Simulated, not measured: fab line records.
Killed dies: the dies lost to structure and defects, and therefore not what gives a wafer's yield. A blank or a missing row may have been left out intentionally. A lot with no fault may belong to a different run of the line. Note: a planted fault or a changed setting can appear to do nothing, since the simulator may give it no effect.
Which tool was responsible? | flow nand-harc | 13 lots with 39 wafers sampled at 5 steps, on a route of 1302 steps

## WHAT THE GAUGES SHOWED, per wafer
NHARC_A_BONDPAD_CD_MEAS_09 targets a cd of 500 nm. Usual: cd-nm 500.2 nm, standard deviation 1.9.
lot  | measured     | on        | cd-nm (nm)        | flag
L513 | day 23 11:56 | cd-sem-02 | 497.5 497.4 499.9 |
L516 | day 24 03:19 | cd-sem-02 | 496.7 500.0 498.2 |
L515 | day 24 04:42 | cd-sem-02 | 501.1 502.9 499.2 |
L514 | day 24 06:22 | cd-sem-03 | 499.7 500.4 501.8 |
L519 | day 25 20:04 | cd-sem-01 | 498.1 498.4 499.9 |
L521 | day 27 01:13 | cd-sem-02 | 499.1 500.0 498.2 |
L525 | day 27 13:43 | cd-sem-01 | 500.1 499.1 498.1 |
L530 | day 30 01:02 | cd-sem-02 | 499.7 500.6 499.6 |
L529 | day 30 17:12 | cd-sem-01 | 500.8 501.0 504.4 |
L531 | day 31 08:22 | cd-sem-02 | 497.2 497.3 498.6 |
L534 | day 32 03:41 | cd-sem-03 | 502.0 499.6 499.2 |
L535 | day 32 16:13 | cd-sem-01 | 502.4 499.7 503.1 |
L536 | day 32 21:31 | cd-sem-01 | 500.3 503.3 501.3 |

NHARC_END_SORT_01. Usual: defect-limited-yield is 90.6 % with standard deviation 2.6, killed-at-array is 58 with standard deviation 18, killed-at-other is 1.0 with standard deviation 1.5, killed-at-periphery is 4 with standard deviation 3.1, killed-dies is 64 with standard deviation 18, killed-open is 3.4 with standard deviation 1.9, and killed-short is 2.7 with standard deviation 1.7.
lot  | measured     | on        | defect-limited-yield (%) | killed-at-array | killed-at-other | killed-at-periphery | killed-dies | killed-open | killed-short | flag
L525 | day 28 23:22 | prober-02 | 0 90.1 0                 | 56 63 55        | 617 2 618       | 4 2 4               | 677 67 677  | 5 5 2       | 4 2 3        | OFF

## WHAT TOOL EACH LOT RAN ON (gives the tool, then ch and the chambers of the sampled wafers, and finally the start)
lot  | NHARC_A_M1_PRE_CLEAN_32         | NHARC_A_BONDPAD_STRIP_15           | NHARC_THIN_TSV_PVD_51
L513 | pecvd-03 ch 0,2, day 23 10:06   | rie-diel-08 ch 2,3, day 23 12:32   | pvd-sputter-01, day 24 09:29
L516 | pecvd-01 ch 0,1,2, day 24 01:30 | rie-diel-12 ch 2,3, day 24 03:59   | pvd-sputter-02, day 24 21:30
L515 | pecvd-04 ch 1,2, day 24 02:52   | rie-diel-08 ch 1,3, day 24 05:19   | pvd-sputter-01, day 24 22:45
L514 | pecvd-01 ch 0,1, day 24 04:38   | rie-diel-08 ch 0,1, day 24 06:59   | pvd-sputter-02, day 24 23:58
L519 | pecvd-03 ch 0,1,2, day 25 18:14 | rie-diel-08 ch 1,2, day 25 20:41   | pvd-sputter-03, day 26 17:10
L521 | pecvd-03 ch 0,1,2, day 26 23:29 | rie-diel-08 ch 0,1,2, day 27 01:49 | pvd-sputter-03, day 27 23:16
L525 | pecvd-03 ch 0,2, day 27 11:52   | rie-diel-12 ch 0,1,2, day 27 14:20 | pvd-sputter-03, day 28 08:10
L530 | pecvd-03 ch 0,2, day 29 23:10   | rie-diel-08 ch 0,1,2, day 30 01:40 | pvd-sputter-01, day 30 20:51
L529 | pecvd-04 ch 0,1, day 30 15:22   | rie-diel-12 ch 0,1,3, day 30 17:50 | pvd-sputter-01, day 31 11:31
L531 | pecvd-03 ch 0,1,2, day 31 06:28 | rie-diel-12 ch 0,1,3, day 31 08:59 | pvd-sputter-03, day 32 10:45
L534 | pecvd-03 ch 0,1, day 32 01:42   | rie-diel-12 ch 0,1, day 32 04:17   | pvd-sputter-03, day 32 23:47
L535 | pecvd-04 ch 1,2, day 32 14:11   | rie-diel-12 ch 0,1, day 32 16:49   | pvd-sputter-03, day 33 10:17
L536 | pecvd-04 ch 1, day 32 19:29     | rie-diel-08 ch 1,3, day 32 22:07   | pvd-sputter-03, day 33 16:13
- NHARC_A_M1_PRE_CLEAN_32: time 12 s.
- NHARC_A_BONDPAD_STRIP_15: strips in O2.
- NHARC_THIN_TSV_PVD_51: deposits Cu, target thk 100 nm.

## WHAT THE TOOLS THEMSELVES READ (means of the sampled wafers that have a number; where no wafer has one, the mark that the record gives instead)
NHARC_A_M1_PRE_CLEAN_32. Usual: heater-power-w 635 W, standard deviation 60; rf-fwd-power-W 292.5 W, standard deviation 0.91.
lot  | tool     | heater-power-w (W) | rf-fwd-power-W (W) | flag
L513 | pecvd-03 | 610                | 292.6              |
L516 | pecvd-01 | 667                | 292.6              |
L515 | pecvd-04 | 756                | 292.4              |
L514 | pecvd-01 | 599                | 293.3              |
L519 | pecvd-03 | 600                | 292.2              |
L521 | pecvd-03 | 612                | 291.9              |
L525 | pecvd-03 | 563                | 292.0              |
L530 | pecvd-03 | 589                | 293.6              |
L529 | pecvd-04 | 684                | 292.6              |
L531 | pecvd-03 | 560                | 292.5              |
L534 | pecvd-03 | 629                | 292.8              |
L535 | pecvd-04 | 662                | 292.1              |
L536 | pecvd-04 | 729                | 291.5              |

NHARC_A_BONDPAD_STRIP_15. Usual: drypump-motor-current-A 5.68 A, standard deviation 0.25; oes-product-au 0.999 a.u., standard deviation 0.0081; rf-vpp-V 57.9 V, standard deviation 0.97; showerhead-plenum-p-Torr 3.55 Torr, standard deviation 0.17; throttle-valve-pct 17.037 %, standard deviation 0.0082.
lot  | tool        | drypump-motor-current-A (A) | oes-product-au (a.u.) | rf-vpp-V (V) | showerhead-plenum-p-Torr (Torr) | throttle-valve-pct (%) | flag
L513 | rie-diel-08 | 5.52                        | 0.992                 | 57.9         | 3.39                            | 17.038                 |
L516 | rie-diel-12 | 5.88                        | 0.992                 | 58.1         | 3.58                            | 17.030                 |
L515 | rie-diel-08 | 5.70                        | 0.989                 | 57.3         | 3.62                            | 17.028                 |
L514 | rie-diel-08 | 5.94                        | 1.002                 | 58.6         | 3.74                            | 17.039                 |
L519 | rie-diel-08 | 5.80                        | 0.999                 | 56.7         | 3.59                            | 17.045                 |
L521 | rie-diel-08 | 5.79                        | 0.994                 | 58.0         | 3.59                            | 17.036                 |
L525 | rie-diel-12 | 5.55                        | 1.000                 | 58.5         | 3.53                            | 17.030                 |
L530 | rie-diel-08 | 5.80                        | 1.003                 | 58.9         | 3.59                            | 17.043                 |
L529 | rie-diel-12 | 5.52                        | 1.000                 | 57.9         | 3.45                            | 17.033                 |
L531 | rie-diel-12 | 5.54                        | 1.000                 | 57.0         | 3.45                            | 17.045                 |
L534 | rie-diel-12 | 5.37                        | 0.997                 | 58.0         | 3.53                            | 17.036                 |
L535 | rie-diel-12 | 5.38                        | 0.997                 | 58.4         | 3.53                            | 17.042                 |
L536 | rie-diel-08 | 5.71                        | 1.001                 | 58.1         | 3.62                            | 17.032                 |

NHARC_THIN_TSV_PVD_51. Usual: throttle-valve-pct 29.8 %, standard deviation 1.
lot  | tool           | throttle-valve-pct (%) | flag
L513 | pvd-sputter-01 | 28.6                   |
L516 | pvd-sputter-02 | 30.6                   |
L515 | pvd-sputter-01 | 29.3                   |
L514 | pvd-sputter-02 | 31.0                   |
L519 | pvd-sputter-03 | 29.9                   |
L521 | pvd-sputter-03 | 29.2                   |
L525 | pvd-sputter-03 | 29.7                   |
L530 | pvd-sputter-01 | 29.1                   |
L529 | pvd-sputter-01 | 28.5                   |
L531 | pvd-sputter-03 | 28.9                   |
L534 | pvd-sputter-03 | 29.6                   |
L535 | pvd-sputter-03 | 29.2                   |
L536 | pvd-sputter-03 | 29.7                   |

## THE ANSWER, worked out from the rows above alone
Rule: a lot counts as off when the mean over its wafers that have a number is more than 3 standard deviations away from the usual mean. Also off: a lot with no number at a reading for which 4 or more lots have one. Any other lot the step has rows for is counted as sound. Order of review: gauges by route order, followed by the tools' own readings, for which a lot's mean as printed above is used. The first step at which some lot is off is used, and at that step the reading that is off furthest; a lot without a number counts as furthest.
Off, at NHARC_END_SORT_01 on killed-at-other: L525. Neither off nor sound, because the step has no rows for them: L513, L516, L515, L514, L519, L521, L530, L529, L531, L534, L535, L536.
If a tool, at a process step before that reading, ran all the lots that are off and no sound lot after the first of them, it fits. Those tools and the gauges at NHARC_END_SORT_01 are tried in the same way. Can't be told from this: 4 tools fit, pecvd-03 at NHARC_A_M1_PRE_CLEAN_32, rie-diel-12 at NHARC_A_BONDPAD_STRIP_15, pvd-sputter-03 at NHARC_THIN_TSV_PVD_51, prober-02 at NHARC_END_SORT_01.

## WHAT WAS PUT IN BY THE SIMULATOR
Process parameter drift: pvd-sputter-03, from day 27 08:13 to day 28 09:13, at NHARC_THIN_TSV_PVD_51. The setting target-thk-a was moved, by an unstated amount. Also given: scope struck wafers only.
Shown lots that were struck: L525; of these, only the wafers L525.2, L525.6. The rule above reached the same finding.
